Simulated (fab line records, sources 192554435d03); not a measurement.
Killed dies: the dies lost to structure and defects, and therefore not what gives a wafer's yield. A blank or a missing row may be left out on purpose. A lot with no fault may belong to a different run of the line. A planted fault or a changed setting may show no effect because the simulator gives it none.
Chamber matching | flow n5_finfet | rie_diel-05 running N5_BEOL_M5_ETCH_72: 4 sister chambers
The step etches underlayer in N2/H2, target depth 6.5 nm, time 5.2 s. 4 wafers are shown with their chamber, then 9 later ones without.

WAFERS, EACH WITH ITS CHAMBER
wafer  | chamber | drypump_motor_current_A (A)
L086.3 | 0       | 5.9
L089.2 | 3       | 5.7
L089.3 | 2       | 5.2
L089.5 | 1       | 5.4

WAFERS WHOSE CHAMBER IS MISSING
wafer  | drypump_motor_current_A (A)
L093.1 | 5.9
L093.2 | 5.2
L093.4 | 5.4
L097.2 | 5.2
L097.3 | 5.9
L097.5 | 5.8
L096.1 | 5.4
L096.2 | 5.8
L096.4 | 5.2

CHAMBER TAKEN BY EACH
wafer  | from the rows above     | in truth
L093.1 | 0                       | 0
L093.2 | 2                       | 2
L093.4 | 1                       | 1
L097.2 | 2                       | 2
L097.3 | 0                       | 0
L097.5 | can't be placed: 3 or 0 | 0
L096.1 | 1                       | 1
L096.2 | can't be placed: 3 or 0 | 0
L096.4 | 2                       | 2
7 of 9 placed correctly. These rows do not allow placing 2 (true chamber among the candidates in 2). Wrongly placed: 0.
How it was worked out, from the rows above alone: a wafer's distance from a chamber is the root of the sum, over the readings, of the square of ((its reading less the chamber's mean) divided by the reading's scatter). If the next closest chamber is less than 2 further off than the closest, the wafer can't be placed; otherwise it belongs to the closest. For every chamber, the mean is computed from those of its wafers that are shown. The scatter: root of mean squared gap, hidden wafer to nearest shown wafer, with one shown wafer a chamber.
